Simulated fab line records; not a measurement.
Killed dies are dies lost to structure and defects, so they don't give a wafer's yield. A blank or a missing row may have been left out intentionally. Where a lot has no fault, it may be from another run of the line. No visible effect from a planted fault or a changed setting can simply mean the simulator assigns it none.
fab line records | flow nand-harc
[record] lots = 6 wafers = 17 last-day = 33
route steps=1302 shown A_ONON_D1@432 END@1302
lots with no fault: from the same line, run without faults
start-h: the number of hours between the record's first day and the start of the first shown wafer of the lot | wait-h: hours since the lot's step before | " as in the row above | L1.1+2: a row that stands for several wafers | - either no value or no given start | * or withheld: withheld | < > ~ a bound
route shown NAME@n: a module of which the file shows steps, and the number in the route of the first | usual: mean/standard deviation of fault-free wafers | same: alike in all rows | chamber/n: place in a boat | sites: each site's reading | _std_site: how widely they spread, as a standard deviation | _edge_site: mean of outer sites minus mean of inner sites | radius-mm: for every site, how far away it sits from the centre of the wafer | mask NAME#n: copy n | behind: the last tool/chamber to shape the wafer | hold: cause of the lot's hold/its duration in hours/its outcome | device: whichever transistor did not switch (one of n, p or np) | end of line: at the end of the route, the tests of the same wafers | step lacking rows: just its recipe | killed: not the wafer's yield, but the dies lost to structure and defects at the first sort | map: a wafer's dies, marking killed ones x, the rest . and places with no die _
set.NAME: setting as actually run; set.NAME@STEP: the setting as run at that earlier step | model.NAME: the simulator's own value behind a step, which no gauge read
certain route steps with their lots: each step a table, each wafer a row
services: from which hour (start-h, from the record's first day; less than 0 if before it) a tool's chamber was out of use, for how many hours, and why
[[steps]]
[step NHARC_A_ONON_D1_DEP_12]
[recipe] target-thk-a = 10000 n2-flow-sccm = 2750 n2o-flow-sccm = 2000 nh3-flow-sccm = 500 sih4-flow-sccm = 210 temp-c = 400
[step NHARC_A_ONON_D1_THK_MEAS_14]
[recipe] thk-meas-gauge = ellipsometry
[usual] thk-nm = 1000/11
// columns lot.wafer tool chamber start-h wait-h thk-nm
L209.2 film-metro-02 - 165.63 - 983
L209.3 " - " " 982
L209.6 " - " " 981
L212.1 film-metro-02 - 199.20 - 1013
L212.4 " - " " 1013
L212.6 " - " " 1012
L213.2 film-metro-02 - 214.09 - 1004
L213.4 " - " " 1006
L213.5 " - " " 1006
L214.2 film-metro-01 - 223.48 - 991
L214.3 " - " " 991
L214.5 " - " " 992
L226.1 film-metro-01 - 346.79 - 1011
L226.3 " - " " 1012
L231.1 film-metro-01 - 384.82 - 1002
L231.3 " - " " 1004
L231.6 " - " " 1003
[step NHARC_A_ONON_D1_ANNEAL_15]
[recipe] temp-c = 750 time-s = 3600
[step NHARC_A_ONON_D1_DEP_16]
[recipe] target-thk-a = 10000 n2-flow-sccm = 2750 n2o-flow-sccm = 2000 nh3-flow-sccm = 500 sih4-flow-sccm = 210 temp-c = 400
[step NHARC_A_ONON_D1_THK_MEAS_18]
[recipe] thk-meas-gauge = ellipsometry
[usual] thk-nm = 1002/7
// columns lot.wafer tool chamber start-h wait-h thk-nm
L209.2 film-metro-02 - 176.10 - 1004
L209.3 " - " " 1003
L209.6 " - " " 1000
L212.1 film-metro-01 - 207.29 - 999
L212.4 " - " " 1001
L212.6 " - " " 1001
L213.2 film-metro-02 - 221.91 - 1009
L213.4 " - " " 1009
L213.5 " - " " 1010
L214.2 film-metro-01 - 234.07 - 1005
L214.3 " - " " 1003
L214.5 " - " " 1004
L226.1 film-metro-02 - 354.60 - 1002
L226.3 " - " " 1005
L231.1 film-metro-02 - 393.87 - 993
L231.3 " - " " 991
L231.6 " - " " 992
[step NHARC_A_ONON_D1_DEP_19]
[recipe] target-thk-a = 10000 n2-flow-sccm = 2750 n2o-flow-sccm = 2000 nh3-flow-sccm = 500 sih4-flow-sccm = 210 temp-c = 400
[step NHARC_A_ONON_D1_THK_MEAS_21]
[recipe] thk-meas-gauge = ellipsometry
[usual] thk-nm = 1000/9.8
// columns lot.wafer tool chamber start-h wait-h thk-nm
L209.2 film-metro-01 - 176.66 - 1005
L209.3 " - " " 1004
L209.6 " - " " 1006
L212.1 film-metro-01 - 207.86 - 997
L212.4 " - " " 997
L212.6 " - " " 997
L213.2 film-metro-02 - 222.47 - 1011
L213.4 " - " " 1007
L213.5 " - " " 1010
L214.2 film-metro-01 - 234.65 - 1013
L214.3 " - " " 1011
L214.5 " - " " 1013
L226.1 film-metro-01 - 355.17 - 1001
L226.3 " - " " 1001
L231.1 film-metro-02 - 394.45 - 983
L231.3 " - " " 983
L231.6 " - " " 983
[step NHARC_A_ONON_D1_DEP_22]
[recipe] target-thk-a = 10000 n2-flow-sccm = 2750 n2o-flow-sccm = 2000 nh3-flow-sccm = 500 sih4-flow-sccm = 210 temp-c = 400
[step NHARC_A_ONON_D1_THK_MEAS_24]
[recipe] thk-meas-gauge = ellipsometry
[usual] thk-nm = 999/9.2
// columns lot.wafer tool chamber start-h wait-h thk-nm
L209.2 film-metro-02 - 177.23 - 980
L209.3 " - " " 979
L209.6 " - " " 979
L212.1 film-metro-01 - 208.42 - 1001
L212.4 " - " " 1001
L212.6 " - " " 1000
L213.2 film-metro-01 - 223.04 - 1016
L213.4 " - " " 1014
L213.5 " - " " 1014
L214.2 film-metro-01 - 235.22 - 997
L214.3 " - " " 997
L214.5 " - " " 998
L226.1 film-metro-01 - 355.76 - 1004
L226.3 " - " " 1004
L231.1 film-metro-01 - 395.01 - 1005
L231.3 " - " " 1005
L231.6 " - " " 1004
[step NHARC_A_ONON_D1_DEP_25]
[recipe] target-thk-a = 10000 n2-flow-sccm = 2750 n2o-flow-sccm = 2000 nh3-flow-sccm = 500 sih4-flow-sccm = 210 temp-c = 400
[step NHARC_A_ONON_D1_THK_MEAS_27]
[recipe] thk-meas-gauge = ellipsometry
[usual] thk-nm = 1000/10
// columns lot.wafer tool chamber start-h wait-h thk-nm
L209.2 film-metro-02 - 177.79 - 1011
L209.3 " - " " 1011
L209.6 " - " " 1010
L212.1 film-metro-02 - 208.98 - 990
L212.4 " - " " 990
L212.6 " - " " 990
L213.2 film-metro-02 - 223.60 - 991
L213.4 " - " " 991
L213.5 " - " " 995
L214.2 film-metro-01 - 235.78 - 1011
L214.3 " - " " 1012
L214.5 " - " " 1011
L226.1 film-metro-02 - 356.33 - 996
L226.3 " - " " 999
L231.1 film-metro-02 - 395.58 - 985
L231.3 " - " " 985
L231.6 " - " " 985
[step NHARC_A_ONON_D1_DEP_28]
[recipe] target-thk-a = 10000 n2-flow-sccm = 2750 n2o-flow-sccm = 2000 nh3-flow-sccm = 500 sih4-flow-sccm = 210 temp-c = 400
// columns lot.wafer tool chamber start-h wait-h
L209.2+3+6 pecvd-onon-03 0 177.90 0.1
L212.1+4+6 pecvd-onon-02 0 209.04 0.1
L213.2+4+5 pecvd-onon-03 0 223.71 0.1
L214.2+3+5 pecvd-onon-01 0 235.89 0.1
L226.1+3 pecvd-onon-01 0 356.39 0.1
L231.1+3+6 pecvd-onon-01 0 395.64 0.1
[step NHARC_A_ONON_D1_THK_MEAS_30]
[recipe] thk-meas-gauge = ellipsometry
[usual] thk-nm = 1001/7.9
// columns lot.wafer tool chamber start-h wait-h thk-nm
L209.2 film-metro-02 - 178.36 - 1009
L209.3 " - " " 1008
L209.6 " - " " 1009
L212.1 film-metro-02 - 209.55 - 999
L212.4 " - " " 999
L212.6 " - " " 998
L213.2 film-metro-01 - 224.19 - 1007
L213.4 " - " " 1006
L213.5 " - " " 1006
L214.2 film-metro-02 - 236.35 - 1006
L214.3 " - " " 1005
L214.5 " - " " 1007
L226.1 film-metro-02 - 356.90 - 940
L226.3 " - " " 1004
L231.1 film-metro-02 - 396.15 - 938
L231.3 " - " " 1000
L231.6 " - " " 999
[step NHARC_A_ONON_D1_DEP_33]
[recipe] target-thk-a = 2000 temp-c = 400 pressure-torr = 6.5 rf-w = 900 teos-flow-sccm = 161.4 flow-sccm = 2650 target-thk-nm = 200 gas = O2 material = SiO2
[usual] heater-power-w = 512/97 throttle-valve-pct = 15.8/0.58
// columns lot.wafer tool chamber start-h wait-h heater-power-w throttle-valve-pct
L209.3 pecvd-02 2 178.41 0.1 437 15.8
L209.2 " 0 " " 329 16.9
L209.6 " 1 " " 582 15.6
L212.1 pecvd-03 2 209.70 0.1 493 15.1
L212.4 " 0 " " 411 15.0
L212.6 " 2 " " 503 15.1
L213.2 pecvd-02 2 224.29 0.1 468 16.1
L213.4 " 1 " " 513 15.9
L213.5 " 2 " " 459 16.1
L214.3 pecvd-03 1 236.45 0.1 656 16.0
L214.2 " 2 " " 566 15.2
L214.5 " 1 " " 636 15.9
L226.1 pecvd-02 1 357.00 0.1 414 15.4
L226.3 " 2 " " 427 16.2
L231.1 pecvd-02 2 396.38 0.2 495 16.4
L231.3 " 0 " " 415 16.8
L231.6 " 2 " " 507 16.7
[step NHARC_END_SORT_01]
[recipe] temp-c = 25
[usual] killed-at-array = 58/18 killed-at-other = 1.0/1.5 killed-at-periphery = 4/3.1 killed-dies = 64/18 killed-open = 3.4/1.9 killed-short = 2.7/1.7
[same] gross-dies = 677
// columns lot.wafer tool chamber start-h wait-h killed-at-array killed-at-other killed-at-periphery killed-dies killed-open killed-short
L226.1 prober-01 0 766.70 2.5 670 2 5 677 4 3
L231.1 prober-02 0 796.03 2.5 675 0 2 677 5 2
// killed by level:class
L226.1 A_ONON_D1:area-dep=641 A_CHANNEL_HOLE_D1:chamber-film-flake=11 A_SLIT:chamber-film-flake=6 P_STI:chamber-film-flake=2 P_BONDPAD:chamber-film-flake=2 A_CHANNEL_FILL_D1:chamber-film-flake=2 THIN_TSV:chamber-film-flake=2 A_CHANNEL_FILL_D1:geometric-particle:open=1
L231.1 A_ONON_D1:area-dep=645 A_CHANNEL_HOLE_D1:chamber-film-flake=10 A_CONTACT:chamber-film-flake=9 A_SLIT:chamber-film-flake=3 A_SGD_CUT:geometric-particle:open=2 A_STAIRCASE:chamber-film-flake=2 P_M0:geometric-particle:open=1 A_CHANNEL_HOLE_D1:geometric-particle:open=1
// map L226.1 (x killed, . not)
____________x____________
_________xxxxxxx_________
_______xxxxxxxxxxx_______
______xxxxxxxxxxxxx______
_____xxxxxxxxxxxxxxx_____
____xxxxxxxxxxxxxxxxx____
____xxxxxxxxxxxxxxxxx____
___xxxxxxxxxxxxxxxxxxx___
___xxxxxxxxxxxxxxxxxxx___
__xxxxxxxxxxxxxxxxxxxxx__
__xxxxxxxxxxxxxxxxxxxxx__
_xxxxxxxxxxxxxxxxxxxxxxx_
_xxxxxxxxxxxxxxxxxxxxxxx_
_xxxxxxxxxxxxxxxxxxxxxxx_
_xxxxxxxxxxxxxxxxxxxxxxx_
_xxxxxxxxxxxxxxxxxxxxxxx_
xxxxxxxxxxxxxxxxxxxxxxxxx
xxxxxxxxxxxxxxxxxxxxxxxxx
xxxxxxxxxxxxxxxxxxxxxxxxx
xxxxxxxxxxxxxxxxxxxxxxxxx
xxxxxxxxxxxxxxxxxxxxxxxxx
_xxxxxxxxxxxxxxxxxxxxxxx_
_xxxxxxxxxxxxxxxxxxxxxxx_
_xxxxxxxxxxxxxxxxxxxxxxx_
_xxxxxxxxxxxxxxxxxxxxxxx_
_xxxxxxxxxxxxxxxxxxxxxxx_
__xxxxxxxxxxxxxxxxxxxxx__
__xxxxxxxxxxxxxxxxxxxxx__
___xxxxxxxxxxxxxxxxxxx___
___xxxxxxxxxxxxxxxxxxx___
____xxxxxxxxxxxxxxxxx____
____xxxxxxxxxxxxxxxxx____
_____xxxxxxxxxxxxxxx_____
______xxxxxxxxxxxxx______
_______xxxxxxxxxxx_______
_________xxxxxxx_________
____________x____________
// map L231.1 (x killed, . not)
____________x____________
_________xxxxxxx_________
_______xxxxxxxxxxx_______
______xxxxxxxxxxxxx______
_____xxxxxxxxxxxxxxx_____
____xxxxxxxxxxxxxxxxx____
____xxxxxxxxxxxxxxxxx____
___xxxxxxxxxxxxxxxxxxx___
___xxxxxxxxxxxxxxxxxxx___
__xxxxxxxxxxxxxxxxxxxxx__
__xxxxxxxxxxxxxxxxxxxxx__
_xxxxxxxxxxxxxxxxxxxxxxx_
_xxxxxxxxxxxxxxxxxxxxxxx_
_xxxxxxxxxxxxxxxxxxxxxxx_
_xxxxxxxxxxxxxxxxxxxxxxx_
_xxxxxxxxxxxxxxxxxxxxxxx_
xxxxxxxxxxxxxxxxxxxxxxxxx
xxxxxxxxxxxxxxxxxxxxxxxxx
xxxxxxxxxxxxxxxxxxxxxxxxx
xxxxxxxxxxxxxxxxxxxxxxxxx
xxxxxxxxxxxxxxxxxxxxxxxxx
_xxxxxxxxxxxxxxxxxxxxxxx_
_xxxxxxxxxxxxxxxxxxxxxxx_
_xxxxxxxxxxxxxxxxxxxxxxx_
_xxxxxxxxxxxxxxxxxxxxxxx_
_xxxxxxxxxxxxxxxxxxxxxxx_
__xxxxxxxxxxxxxxxxxxxxx__
__xxxxxxxxxxxxxxxxxxxxx__
___xxxxxxxxxxxxxxxxxxx___
___xxxxxxxxxxxxxxxxxxx___
____xxxxxxxxxxxxxxxxx____
____xxxxxxxxxxxxxxxxx____
_____xxxxxxxxxxxxxxx_____
______xxxxxxxxxxxxx______
_______xxxxxxxxxxx_______
_________xxxxxxx_________
____________x____________
[[services]]
// columns tool chamber start-h hours kind
pecvd-02 - 180.46 1.0 repair
pecvd-03 - 185.00 13.0 pm
pecvd-03 0 185.00 13.4 vent-cycle
pecvd-03 1 185.00 13.4 vent-cycle
pecvd-03 2 185.00 13.4 vent-cycle
pecvd-onon-02 - 185.00 13.0 pm
pecvd-02 - 200.81 1.3 repair
pecvd-03 1 218.33 10.4 repair
pecvd-onon-03 - 227.00 13.0 pm
pecvd-02 - 227.32 13.0 pm
pecvd-02 0 227.32 13.0 vent-cycle
pecvd-02 1 227.32 13.0 vent-cycle
pecvd-02 2 227.32 13.0 vent-cycle
pecvd-02 0 240.32 - clean
pecvd-02 1 240.32 - clean
pecvd-02 2 240.32 - clean
pecvd-onon-01 - 269.11 13.0 pm
pecvd-02 - 277.12 0.7 repair
pecvd-02 2 365.23 22.9 repair
pecvd-onon-03 - 365.51 4.5 repair
pecvd-03 - 366.00 13.0 pm
pecvd-03 0 366.00 13.0 vent-cycle
pecvd-onon-02 - 366.00 13.0 pm
pecvd-03 2 387.47 3.4 repair
[[key]]
[first-sign] step = NHARC_A_ONON_D1_THK_MEAS_30 reading = thk-nm direction = down sigmas = 7.9 usual = 1001 struck = 939
[effect] step = NHARC_END_SORT_01 reading = killed-at-array direction = up sigmas = 35 usual = 58 struck = 672
[more-kills-born-at] NHARC_A_ONON_D1_DEP_28@pecvd-onon-01 = 1286
met-at NHARC_A_ONON_D1_DEP_28
struck-wafers L226.1,L231.1
later-rows-left-out L226.1,L231.1
tester-left-out L226,L231
onset-between 235.89 356.39
[fault] kind = process-parameter-drift tool = pecvd-onon-01 chamber = - onset-h = 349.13 steps = NHARC_A_ONON_D1_DEP_28 channel = target-thk-a offset = * shape = step end-h = 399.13 scope = struck-wafers-only acts-in = * stated = *
// tester-left-out: of these lots the tester's yield and bins aren't shown, on N5 and GAA mostly nor the transistor test; their killed dies are dies lost to structure and defects alone, not to doping, threshold or leakage, so they don't give the yield
// later-rows-left-out: the simulator's readings of these wafers behind a module that went badly wrong aren't trusted and aren't shown, but for the sort
